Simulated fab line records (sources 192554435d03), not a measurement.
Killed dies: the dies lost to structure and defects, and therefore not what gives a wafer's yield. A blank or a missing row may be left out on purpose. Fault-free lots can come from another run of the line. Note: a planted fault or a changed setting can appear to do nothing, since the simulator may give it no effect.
One fault through the eyes of 2 desks | flow n5_finfet | only its own numbers are on each desk; what lay behind them is given at the end

== THE TOOL OWNER'S DESK: rie_diel-04 ==
The tool's own readings at N5_MOL_CONTACT_COAG_ETCH_124 (etches SiNx in CH3F/O2, stops on SiOC, target depth 6.5 nm): means of the sampled wafers that have a number, for each lot that ran on this tool. A lot is out of limits, marked OUT, if its mean lies more than 4 standard deviations from the usual mean; the brackets give that distance.
Columns: A = CH3F_flow_sccm at N5_MOL_CONTACT_COAG_ETCH_124, usual 30.00 sccm; B = O2_flow_sccm at N5_MOL_CONTACT_COAG_ETCH_124, usual 20.01 sccm; C = drypump_motor_current_A at N5_MOL_CONTACT_COAG_ETCH_124, usual 5.9 A; D = oes_product_au at N5_MOL_CONTACT_COAG_ETCH_124, usual 0.69 a.u.; E = rf_vpp_V at N5_MOL_CONTACT_COAG_ETCH_124, usual 298 V; F = showerhead_plenum_p_Torr at N5_MOL_CONTACT_COAG_ETCH_124, usual 2.05 Torr; G = throttle_valve_pct at N5_MOL_CONTACT_COAG_ETCH_124, usual 16.22 %
lot  | first seen here | A     | B     | C   | D    | E   | F    | G
L224 | day 5 08:54     | 29.95 | 20.05 | 5.7 | 0.74 | 296 | 2.04 | 16.38
L226 | day 5 21:58     | 29.94 | 19.98 | 6.3 | 0.71 | 298 | 2.08 | 16.14
L230 | day 7 03:11     | 29.90 | 20.06 | 5.7 | 0.69 | 296 | 2.05 | 16.35
This desk found nothing out of limits on any of the 3 lots.

== FROM THE METROLOGY DESK ==
Means of the sampled wafers that have a number, per lot and without regard to the tool the lot ran on: this is what the gauges read. A lot is out of limits, marked OUT, if its mean lies more than 4 standard deviations from the usual mean; the brackets give that distance. Shown here are 7 of its 11 readings, the ones lying furthest out on some lot.
Columns: A = DIBL_P at N5_BEOL_M4_RC_MEAS_101, usual 35 mV/V; B = IOFF_N at N5_BEOL_M4_RC_MEAS_101, usual 0.15 nA/um; C = IOFF_P at N5_BEOL_M4_RC_MEAS_101, usual 0.20 nA/um; D = ION_N at N5_BEOL_M4_RC_MEAS_101, usual 673 uA/um; E = ION_P at N5_BEOL_M4_RC_MEAS_101, usual 462 uA/um; F = SS_P at N5_BEOL_M4_RC_MEAS_101, usual 73.0 mV/dec; G = VT_N at N5_BEOL_M4_RC_MEAS_101, usual 252 mV
lot  | first seen here | A  | B    | C    | D   | E   | F    | G
L224 | day 5 07:22     | 38 | 0.18 | 0.21 | 686 | 462 | 73.7 | 250
L226 | day 5 21:20     | 41 | 0.24 | 0.31 | 708 | 486 | 75.1 | 244
L230 | day 7 02:22     | 36 | 0.15 | 0.21 | 678 | 469 | 72.6 | 249
L231 | day 7 12:19     | -  | -    | -    | -   | -   | -    | -
L232 | day 7 18:38     | -  | -    | -    | -   | -   | -    | -
L234 | day 7 19:24     | -  | -    | -    | -   | -   | -    | -
L238 | day 9 05:10     | 36 | 0.15 | 0.24 | 684 | 478 | 73.7 | 250
L240 | day 9 19:11     | 32 | 0.11 | 0.15 | 666 | 461 | 71.6 | 254
L243 | day 10 06:19    | 33 | 0.11 | 0.15 | 676 | 464 | 71.6 | 256
L242 | day 10 08:21    | 32 | 0.11 | 0.17 | 669 | 466 | 72.9 | 256
L244 | day 10 13:56    | 30 | 0.09 | 0.12 | 652 | 447 | 72.0 | 259
This desk found nothing out of limits on any of the 11 lots.

== TAKEN TOGETHER ==
Nothing out of limits was seen by the tool owner's desk.
Metrology desk: nothing out of limits seen.

== WHAT THE SIMULATOR HAD INSERTED ==
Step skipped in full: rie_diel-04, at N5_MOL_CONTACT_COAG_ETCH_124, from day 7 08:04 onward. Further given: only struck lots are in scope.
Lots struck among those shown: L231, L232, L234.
